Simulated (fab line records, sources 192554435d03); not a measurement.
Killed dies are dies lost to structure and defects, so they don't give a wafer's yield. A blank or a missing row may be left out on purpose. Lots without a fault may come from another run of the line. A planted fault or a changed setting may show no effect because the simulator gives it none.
fab line records | flow n5_finfet
record lots=12 wafers=34 last_day=18
route steps=1938 shown BEOL_M4@1089 BEOL_M5@1118
lots that met no fault: from a run of the same line without faults
start_h: hours from the record's first day to the start of the lot's first wafer shown | wait_h: hours since the lot's step before | " the same as in the row above | L1.1+2: a row that stands for several wafers | - no value, or no start given | * or withheld: withheld | < > ~ a bound
route shown NAME@n: a module of which the file shows steps, and the number in the route of the first | usual: mean/standard deviation of fault-free wafers | same: alike in all rows | chamber/n: place in a boat | sites: the reading at each site | _std_site: their standard deviation | _edge_site: outer sites' mean less inner sites' | radius_mm: how far each site lies from the wafer's centre | mask NAME#n: copy n | behind: the tool/chamber that last shaped the wafer | hold: why the lot was held/for how many hours/how that ended | device: the transistor (n, p or np) that didn't switch | end of line: the same wafers' tests at the end of the route | a step without rows: its recipe alone | killed: dies lost to structure and defects at the first sort, not the wafer's yield | map: a wafer's dies, x killed, . not, _ none there
set.NAME: the setting as run; set.NAME@STEP: as run at that earlier step | model.NAME: the simulator's own value behind a step, which no gauge read
steps of the route over a sample of lots; a table a step, a row a wafer
services: from which hour (start_h, from the record's first day; less than 0 if before it) a tool's chamber was out of use, for how many hours, and why
## steps
# step N5_BEOL_M4_ANNEAL_82
# recipe temp_c=400 time_s=240 ambient=vacuum
# usual heater_power_w=857/91 susceptor_temp_C=400.02/0.23
# same time_s=240
# columns lot.wafer tool chamber start_h wait_h heater_power_w susceptor_temp_C
L163.3 pvd_sputter-03 - 195.93 0.0 768 399.92
L163.5 " - " " 824 400.28
L163.6 " - " " 776 400.42
L166.2 pvd_sputter-03 - 212.31 0.0 833 400.09
L166.6 " - " " 788 399.87
L168.1 pvd_sputter-01 - 236.08 0.0 904 399.90
L168.3 " - " " 937 400.45
L168.6 " - " " 809 399.72
L170.1 pvd_sputter-01 - 239.01 0.0 936 399.94
L170.2 " - " " 804 400.05
L170.5 " - " " 910 400.01
L171.1 pvd_sputter-03 - 242.82 0.0 772 400.16
L171.2 " - " " 773 399.97
L171.6 " - " " 774 400.05
L172.1 pvd_sputter-01 - 244.03 0.0 906 400.20
L172.2 " - " " 768 400.12
L172.3 " - " " 988 399.90
L173.1 pvd_sputter-01 - 250.37 0.0 922 400.03
L173.5 " - " " 984 399.94
L173.6 " - " " 921 400.09
L176.2 pvd_sputter-03 - 259.40 0.0 895 399.81
L176.5 " - " " 764 399.59
L180.1 pvd_sputter-02 - 289.50 0.0 729 399.81
L180.4 " - " " 1034 399.91
L180.6 " - " " 734 400.13
L181.2 pvd_sputter-02 - 291.68 0.0 737 400.09
L181.3 " - " " 1016 399.54
L181.6 " - " " 720 400.28
L179.1 pvd_sputter-03 - 298.67 0.0 885 399.90
L179.3 " - " " 787 399.99
L179.5 " - " " 854 400.43
L184.1 pvd_sputter-01 - 313.60 0.0 804 400.13
L184.4 " - " " 938 399.94
L184.6 " - " " 999 399.83
# step N5_BEOL_M4_RS_MEAS_58
# recipe thk_meas_gauge=four-point-probe reads=Co_of_BEOL_M4_CO_CAP_55+Cu_of_BEOL_M4_ECD_50+Co_of_BEOL_M4_CVD_47+TaN_of_BEOL_M4_ALD_84
# usual M4_RS=0.68/0.031
# columns lot.wafer tool chamber start_h wait_h M4_RS[ohm/sq]
L163.3 film_metro-02 - 199.68 0.1 0.67
L163.5 " - " " 0.67
L163.6 " - " " 0.67
L166.2 film_metro-02 - 214.60 0.1 0.70
L166.6 " - " " 0.70
L168.1 film_metro-02 - 238.40 0.1 0.74
L168.3 " - " " 0.66
L168.6 " - " " 0.72
L170.1 film_metro-01 - 241.33 0.1 0.65
L170.2 " - " " 0.70
L170.5 " - " " 0.68
L171.1 film_metro-02 - 245.89 0.3 0.72
L171.2 " - " " 0.66
L171.6 " - " " 0.64
L172.1 film_metro-02 - 246.96 0.0 0.69
L172.2 " - " " 0.73
L172.3 " - " " 0.71
L173.1 film_metro-01 - 252.69 0.1 0.70
L173.5 " - " " 0.67
L173.6 " - " " 0.67
L176.2 film_metro-02 - 262.06 0.1 0.70
L176.5 " - " " 0.65
L180.1 film_metro-02 - 291.79 0.0 0.67
L180.4 " - " " 0.72
L180.6 " - " " 0.66
L181.2 film_metro-02 - 293.98 0.1 0.68
L181.3 " - " " 0.68
L181.6 " - " " 0.73
L179.1 film_metro-01 - 301.89 0.1 0.64
L179.3 " - " " 0.62
L179.5 " - " " 0.62
L184.1 film_metro-02 - 315.89 0.0 0.69
L184.4 " - " " 0.66
L184.6 " - " " 0.69
# step N5_BEOL_M5_COAT_60
# recipe resist=SiARC temp_c=220 time_s=60 spin_rpm=1500 resist_thk_nm=12
# usual heater_power_total_W=427.7/2.1 run_length_s=66.33/0.17
# columns lot.wafer tool chamber start_h wait_h heater_power_total_W run_length_s
L163.3 litho_track-01 0 202.28 - 430.6 66.73
L163.5 " 0 " " 427.9 66.32
L163.6 " 0 " " 430.7 66.34
L166.2 litho_track-05 0 217.68 - 427.8 66.11
L166.6 " 0 " " 424.3 66.17
L168.1 litho_track-05 0 241.00 - 428.2 66.07
L168.3 " 0 " " 426.7 66.29
L168.6 " 0 " " 427.9 66.12
L170.1 litho_track-01 0 244.60 - 429.3 66.40
L170.2 " 0 " " 430.0 66.39
L170.5 " 0 " " 426.0 66.57
L171.1 litho_track-04 0 248.28 - 425.0 66.44
L171.2 " 0 " " 429.0 66.36
L171.6 " 0 " " 429.5 66.46
L172.1 litho_track-04 0 252.45 - 424.7 66.52
L172.2 " 0 " " 424.7 66.66
L172.3 " 0 " " 428.6 66.35
L173.1 litho_track-05 0 255.77 - 425.7 66.11
L173.5 " 0 " " 426.4 66.28
L173.6 " 0 " " 429.7 66.11
L176.2 litho_track-05 0 267.35 - 428.7 66.10
L176.5 " 0 " " 426.2 66.08
L180.1 litho_track-05 0 294.90 - 425.3 66.16
L180.4 " 0 " " 427.9 66.16
L180.6 " 0 " " 545.7 45.78
L181.2 litho_track-05 0 297.04 - 429.7 66.09
L181.3 " 0 " " 550.1 45.74
L181.6 " 0 " " 548.0 46.02
L179.1 litho_track-04 0 304.30 - 427.1 66.38
L179.3 " 0 " " 425.0 66.56
L179.5 " 0 " " 430.2 66.48
L184.1 litho_track-05 0 318.92 - 427.5 66.31
L184.4 " 0 " " 429.9 66.10
L184.6 " 0 " " 549.8 46.17
# step N5_BEOL_M5_DESCUM_16
# recipe chemistry=O2 time_s=7 source_power_w=50 bias_power_w=20 pressure_mtorr=20 rf_frequency_hz=2.712e+07 temp_c=40 resist=CAR-EUV o2_flow_sccm=225
# usual drypump_motor_current_A=5.8/0.55 oes_product_au=0.76/0.071 rf_vpp_V=243.3/1.3 showerhead_plenum_p_Torr=2.10/0.073 throttle_valve_pct=20.53/0.29
# same time_s=7
# columns lot.wafer tool chamber start_h wait_h drypump_motor_current_A oes_product_au rf_hours_counter_h rf_vpp_V showerhead_plenum_p_Torr throttle_valve_pct
L163.3 rie_diel-01 0 202.67 0.0 6.1 0.95 5 243.6 2.06 19.97
L163.5 " 3 " " 6.2 0.75 - 244.9 2.18 20.26
L163.6 " 2 " " 5.7 0.75 - 245.6 2.15 20.49
L166.2 rie_diel-03 3 218.27 0.1 6.4 0.84 73 241.5 2.04 20.42
L166.6 " 2 " " 4.7 0.76 - 243.4 2.19 20.89
L168.1 rie_diel-01 1 241.51 0.0 6.3 0.70 207 241.1 1.97 20.56
L168.3 " 2 " " 5.7 0.74 182 244.8 2.15 20.52
L168.6 " 0 " " 6.2 0.90 - 242.7 2.05 19.97
L170.1 rie_diel-04 0 245.33 0.3 5.9 0.69 231 243.7 2.15 20.31
L170.2 " 3 " " 5.9 0.73 189 243.7 2.06 20.52
L170.5 " 0 " " 5.9 0.68 - 243.3 2.15 20.30
L171.1 rie_diel-01 0 248.67 0.0 6.1 0.89 20 242.4 2.05 19.98
L171.2 " 1 " " 6.2 0.69 210 242.9 1.97 20.58
L171.6 " 1 " " 6.2 0.69 - 242.4 1.97 20.59
L172.1 rie_diel-01 2 252.83 0.0 5.7 0.74 186 244.0 2.15 20.52
L172.2 " 0 " " 6.1 0.91 20 242.5 2.05 19.97
L172.3 " 3 " " 6.2 0.73 190 242.8 2.18 20.30
L173.1 rie_diel-03 2 256.28 0.0 4.7 0.74 168 244.3 2.18 20.90
L173.5 " 0 " " 5.0 0.71 - 243.1 2.09 20.87
L173.6 " 1 " " 6.1 0.71 - 245.6 2.17 20.72
L176.2 rie_diel-03 2 267.84 0.1 4.7 0.74 173 244.5 2.18 20.91
L176.5 " 0 " " 5.0 0.72 - 243.2 2.09 20.86
L180.1 rie_diel-01 1 295.41 0.0 6.3 0.69 224 241.3 1.97 20.61
L180.4 " 2 " " 5.6 0.73 201 244.5 2.14 20.57
L180.6 " 0 " " 6.2 0.89 - 242.7 2.05 19.99
L181.2 rie_diel-01 1 297.56 0.2 6.2 0.69 225 240.9 1.97 20.62
L181.3 " 0 " " 6.2 0.88 34 242.6 2.05 19.99
L181.6 " 3 " " 6.2 0.72 - 243.4 2.17 20.31
L179.1 rie_diel-03 2 304.69 0.0 4.7 0.74 184 244.3 2.18 20.93
L179.3 " 0 " " 5.0 0.70 193 242.1 2.09 20.89
L179.5 " 3 " " 6.4 0.80 - 242.0 2.03 20.46
L184.1 rie_diel-03 2 319.31 0.0 4.7 0.74 190 243.9 2.17 20.94
L184.4 " 0 " " 5.0 0.70 199 244.3 2.09 20.88
L184.6 " 3 " " 6.4 0.81 - 242.6 2.03 20.48
## services
# columns tool chamber start_h hours kind
rie_diel-04 2 172.44 - clean
rie_diel-04 2 172.44 - consumable_replace:focus_ring
rie_diel-04 2 172.44 14.8 scheduled_down
rie_diel-04 2 172.44 14.8 vent_cycle
rie_diel-01 3 175.59 15.8 repair
rie_diel-03 - 179.33 2.8 pm
rie_diel-04 2 200.78 4.9 repair
rie_diel-04 0 210.17 13.3 repair
rie_diel-01 3 288.09 4.2 repair
rie_diel-04 0 309.05 - clean
rie_diel-04 0 309.05 - consumable_replace:focus_ring
rie_diel-04 0 309.05 30.9 scheduled_down
rie_diel-04 0 309.05 30.9 vent_cycle
## key
first_sign step=N5_BEOL_M5_COAT_60 reading=run_length_s direction=down sigmas=99+ usual=* struck=*
effect step=N5_BEOL_M5_COAT_60 reading=heater_power_total_W direction=up sigmas=57 usual=* struck=*
met_at N5_BEOL_M5_COAT_60
struck_lots L180,L181,L184
struck_wafers L180.6,L181.3,L181.6,L184.6
not_acting_at N5_BEOL_M4_ANNEAL_82,N5_BEOL_M4_RS_MEAS_58,N5_BEOL_M5_DESCUM_16
onset_between 267.35 294.90
fault kind=process_parameter_drift tool=litho_track-05 chamber=- onset_h=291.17 steps=N5_BEOL_M5_COAT_60 channel=time_s offset=* shape=step end_h=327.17 scope=struck_wafers_only acts_in=* stated=*
